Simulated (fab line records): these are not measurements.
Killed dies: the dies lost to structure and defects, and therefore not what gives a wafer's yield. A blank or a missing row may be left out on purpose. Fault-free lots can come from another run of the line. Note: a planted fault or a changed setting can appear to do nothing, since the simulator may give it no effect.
Which tool did it? :: flow nandHarc :: 72 wafers from 24 lots sampled at 2 of the route's 1302 steps

WHAT EACH GAUGE READ, for each wafer
NHARC_A_CHANNEL_HOLE_D2_CD_MEAS_18.
lot: L074
measured: day 12 22:50
on: cdSem-03
cdNm (nm): 101 102 105

lot: L075
measured: day 13 12:46
on: cdSem-03
cdNm (nm): 102 103 93

lot: L076
measured: day 14 00:33
on: cdSem-02
cdNm (nm): 105 94 103

lot: L078
measured: day 14 18:26
on: cdSem-01
cdNm (nm): 93 98 97

lot: L077
measured: day 14 18:28
on: cdSem-02
cdNm (nm): 100 100 99

lot: L079
measured: day 14 22:17
on: cdSem-03
cdNm (nm): 99 99 98

lot: L080
measured: day 15 14:14
on: cdSem-03
cdNm (nm): 100 98 95

lot: L081
measured: day 16 13:11
on: cdSem-03
cdNm (nm): 100 92 99

lot: L082
measured: day 16 13:21
on: cdSem-01
cdNm (nm): 99 97 100

lot: L083
measured: day 17 06:08
on: cdSem-01
cdNm (nm): 102 94 108

lot: L084
measured: day 17 07:51
on: cdSem-01
cdNm (nm): 97 94 92

lot: L085
measured: day 17 17:00
on: cdSem-02
cdNm (nm): 97 97 94

lot: L086
measured: day 17 23:47
on: cdSem-03
cdNm (nm): 102 92 94

lot: L088
measured: day 19 03:50
on: cdSem-02
cdNm (nm): 102 101 106

lot: L087
measured: day 19 05:24
on: cdSem-02
cdNm (nm): 99 101 104

lot: L089
measured: day 19 17:11
on: cdSem-01
cdNm (nm): 103 103 102

lot: L091
measured: day 19 18:16
on: cdSem-02
cdNm (nm): 101 97 94

lot: L090
measured: day 19 19:05
on: cdSem-03
cdNm (nm): 97 92 105

lot: L092
measured: day 20 14:41
on: cdSem-02
cdNm (nm): 103 97 104

lot: L093
measured: day 20 23:20
on: cdSem-03
cdNm (nm): 99 95 96

lot: L094
measured: day 21 10:32
on: cdSem-02
cdNm (nm): 96 103 101

lot: L096
measured: day 21 23:58
on: cdSem-03
cdNm (nm): 101 105 99

lot: L095
measured: day 22 00:54
on: cdSem-01
cdNm (nm): 104 98 102

lot: L097
measured: day 23 00:34
on: cdSem-01
cdNm (nm): 93 93 99

WHICH TOOL RAN EACH LOT (tool, then ch and the chambers of the sampled wafers, then the start)
lot: L074
NHARC_A_CHANNEL_HOLE_D2_DESCUM_15: rieDiel-03 ch 0,3, day 12 21:44

lot: L075
NHARC_A_CHANNEL_HOLE_D2_DESCUM_15: rieDiel-04 ch 0,1,3, day 13 11:40

lot: L076
NHARC_A_CHANNEL_HOLE_D2_DESCUM_15: rieDiel-03 ch 2,3, day 13 23:27

lot: L078
NHARC_A_CHANNEL_HOLE_D2_DESCUM_15: rieDiel-03 ch 1,3, day 14 17:20

lot: L077
NHARC_A_CHANNEL_HOLE_D2_DESCUM_15: rieDiel-04 ch 1,2,3, day 14 17:23

lot: L079
NHARC_A_CHANNEL_HOLE_D2_DESCUM_15: rieDiel-01 ch 2,3, day 14 20:59

lot: L080
NHARC_A_CHANNEL_HOLE_D2_DESCUM_15: rieDiel-01 ch 2,3, day 15 13:08

lot: L081
NHARC_A_CHANNEL_HOLE_D2_DESCUM_15: rieDiel-04 ch 0,1,3, day 16 12:04

lot: L082
NHARC_A_CHANNEL_HOLE_D2_DESCUM_15: rieDiel-01 ch 0,1,2, day 16 12:15

lot: L083
NHARC_A_CHANNEL_HOLE_D2_DESCUM_15: rieDiel-03 ch 1,2, day 17 05:00

lot: L084
NHARC_A_CHANNEL_HOLE_D2_DESCUM_15: rieDiel-03 ch 1,2,3, day 17 06:45

lot: L085
NHARC_A_CHANNEL_HOLE_D2_DESCUM_15: rieDiel-03 ch 0,1,3, day 17 15:53

lot: L086
NHARC_A_CHANNEL_HOLE_D2_DESCUM_15: rieDiel-03 ch 0,1,3, day 17 22:41

lot: L088
NHARC_A_CHANNEL_HOLE_D2_DESCUM_15: rieDiel-01 ch 0,1,3, day 19 02:43

lot: L087
NHARC_A_CHANNEL_HOLE_D2_DESCUM_15: rieDiel-04 ch 0,1,2, day 19 04:19

lot: L089
NHARC_A_CHANNEL_HOLE_D2_DESCUM_15: rieDiel-01 ch 0,2, day 19 16:06

lot: L091
NHARC_A_CHANNEL_HOLE_D2_DESCUM_15: rieDiel-04 ch 1,2,3, day 19 17:11

lot: L090
NHARC_A_CHANNEL_HOLE_D2_DESCUM_15: rieDiel-03 ch 0,2,3, day 19 18:00

lot: L092
NHARC_A_CHANNEL_HOLE_D2_DESCUM_15: rieDiel-01 ch 0,1, day 20 13:34

lot: L093
NHARC_A_CHANNEL_HOLE_D2_DESCUM_15: rieDiel-03 ch 0,1,3, day 20 22:14

lot: L094
NHARC_A_CHANNEL_HOLE_D2_DESCUM_15: rieDiel-01 ch 0,1,3, day 21 09:26

lot: L096
NHARC_A_CHANNEL_HOLE_D2_DESCUM_15: rieDiel-04 ch 0,1,2, day 21 22:52

lot: L095
NHARC_A_CHANNEL_HOLE_D2_DESCUM_15: rieDiel-01 ch 0,1, day 21 23:49

lot: L097
NHARC_A_CHANNEL_HOLE_D2_DESCUM_15: rieDiel-03 ch 0,1,2, day 22 23:28
- NHARC_A_CHANNEL_HOLE_D2_DESCUM_15: chemistry O2, time 3 s.

WHAT THE TOOLS THEMSELVES READ (means of the sampled wafers that have a number; where no wafer has one, the mark that the record gives instead)
NHARC_A_CHANNEL_HOLE_D2_DESCUM_15.
lot: L074
tool: rieDiel-03
drypumpMotorCurrentA (A): 6.1
oesProductAu (a.u.): 0.998
rfVppV (V): 57.8
showerheadPlenumPTorr (Torr): 1.93
throttleValvePct (%): 11.307

lot: L075
tool: rieDiel-04
drypumpMotorCurrentA (A): 5.2
oesProductAu (a.u.): 1.003
rfVppV (V): 58.1
showerheadPlenumPTorr (Torr): 1.85
throttleValvePct (%): 11.315

lot: L076
tool: rieDiel-03
drypumpMotorCurrentA (A): 5.4
oesProductAu (a.u.): 0.983
rfVppV (V): 57.0
showerheadPlenumPTorr (Torr): 1.87
throttleValvePct (%): 11.305

lot: L078
tool: rieDiel-03
drypumpMotorCurrentA (A): 5.4
oesProductAu (a.u.): 0.998
rfVppV (V): 57.6
showerheadPlenumPTorr (Torr): 1.98
throttleValvePct (%): 11.306

lot: L077
tool: rieDiel-04
drypumpMotorCurrentA (A): 5.3
oesProductAu (a.u.): 0.998
rfVppV (V): 57.6
showerheadPlenumPTorr (Torr): 1.92
throttleValvePct (%): 11.305

lot: L079
tool: rieDiel-01
drypumpMotorCurrentA (A): 5.8
oesProductAu (a.u.): 1.012
rfVppV (V): 57.7
showerheadPlenumPTorr (Torr): 1.99
throttleValvePct (%): 11.305

lot: L080
tool: rieDiel-01
drypumpMotorCurrentA (A): 5.8
oesProductAu (a.u.): 1.020
rfVppV (V): 57.5
showerheadPlenumPTorr (Torr): 1.99
throttleValvePct (%): 11.317

lot: L081
tool: rieDiel-04
drypumpMotorCurrentA (A): 5.2
oesProductAu (a.u.): 1.004
rfVppV (V): 57.0
showerheadPlenumPTorr (Torr): 1.85
throttleValvePct (%): 11.312

lot: L082
tool: rieDiel-01
drypumpMotorCurrentA (A): 6.0
oesProductAu (a.u.): 1.001
rfVppV (V): 57.8
showerheadPlenumPTorr (Torr): 1.95
throttleValvePct (%): 11.322

lot: L083
tool: rieDiel-03
drypumpMotorCurrentA (A): 5.0
oesProductAu (a.u.): 0.994
rfVppV (V): 57.2
showerheadPlenumPTorr (Torr): 1.97
throttleValvePct (%): 11.317

lot: L084
tool: rieDiel-03
drypumpMotorCurrentA (A): 5.4
oesProductAu (a.u.): 0.990
rfVppV (V): 58.3
showerheadPlenumPTorr (Torr): 1.92
throttleValvePct (%): 11.308

lot: L085
tool: rieDiel-03
drypumpMotorCurrentA (A): 5.7
oesProductAu (a.u.): 0.993
rfVppV (V): 58.6
showerheadPlenumPTorr (Torr): 1.96
throttleValvePct (%): 11.317

lot: L086
tool: rieDiel-03
drypumpMotorCurrentA (A): 5.7
oesProductAu (a.u.): 0.992
rfVppV (V): 58.8
showerheadPlenumPTorr (Torr): 1.96
throttleValvePct (%): 11.313

lot: L088
tool: rieDiel-01
drypumpMotorCurrentA (A): 6.1
oesProductAu (a.u.): 1.002
rfVppV (V): 58.3
showerheadPlenumPTorr (Torr): 1.91
throttleValvePct (%): 11.309

lot: L087
tool: rieDiel-04
drypumpMotorCurrentA (A): 5.4
oesProductAu (a.u.): 1.000
rfVppV (V): 57.5
showerheadPlenumPTorr (Torr): 1.94
throttleValvePct (%): 11.305

lot: L089
tool: rieDiel-01
drypumpMotorCurrentA (A): 6.1
oesProductAu (a.u.): 1.002
rfVppV (V): 58.0
showerheadPlenumPTorr (Torr): 1.90
throttleValvePct (%): 11.304

lot: L091
tool: rieDiel-04
drypumpMotorCurrentA (A): 5.3
oesProductAu (a.u.): 0.995
rfVppV (V): 58.0
showerheadPlenumPTorr (Torr): 1.92
throttleValvePct (%): 11.314

lot: L090
tool: rieDiel-03
drypumpMotorCurrentA (A): 5.7
oesProductAu (a.u.): 0.985
rfVppV (V): 57.2
showerheadPlenumPTorr (Torr): 1.90
throttleValvePct (%): 11.302

lot: L092
tool: rieDiel-01
drypumpMotorCurrentA (A): 6.1
oesProductAu (a.u.): 0.985
rfVppV (V): 58.1
showerheadPlenumPTorr (Torr): 1.94
throttleValvePct (%): 11.305

lot: L093
tool: rieDiel-03
drypumpMotorCurrentA (A): 5.7
oesProductAu (a.u.): 0.997
rfVppV (V): 58.3
showerheadPlenumPTorr (Torr): 1.96
throttleValvePct (%): 11.309

lot: L094
tool: rieDiel-01
drypumpMotorCurrentA (A): 6.1
oesProductAu (a.u.): 0.995
rfVppV (V): 57.7
showerheadPlenumPTorr (Torr): 1.90
throttleValvePct (%): 11.306

lot: L096
tool: rieDiel-04
drypumpMotorCurrentA (A): 5.4
oesProductAu (a.u.): 1.003
rfVppV (V): 58.4
showerheadPlenumPTorr (Torr): 1.93
throttleValvePct (%): 11.312

lot: L095
tool: rieDiel-01
drypumpMotorCurrentA (A): 6.3
oesProductAu (a.u.): 0.982
rfVppV (V): 57.8
showerheadPlenumPTorr (Torr): 1.88
throttleValvePct (%): 11.307

lot: L097
tool: rieDiel-03
drypumpMotorCurrentA (A): 5.5
oesProductAu (a.u.): 0.991
rfVppV (V): 57.9
showerheadPlenumPTorr (Torr): 1.95
throttleValvePct (%): 11.310

THE ANSWER, worked out from the rows above alone
Rule: usual is defined by the lots themselves. The widest of any qualifying gaps counts: lots, ordered by their means at a reading, are off when they make up no more than a third of the lots, leave a main group of 4 or more, and stand apart from it by 3 or more times the standard deviation of that group's means. Not used: any main group whose means are identical at the precision the tables above print for the reading. A lot without any number at a reading at which 4 lots or more have one is off too. Any other lot the step has rows for is counted as sound. First the gauges in route order, then the tools' own readings, where a lot's mean is used as printed above. The first step at which some lot is off is used, and at that step the reading that is off furthest; a lot without a number counts as furthest.
No lot is off on any of the readings shown, so nothing can be concluded from this.

WHAT WAS PUT IN BY THE SIMULATOR
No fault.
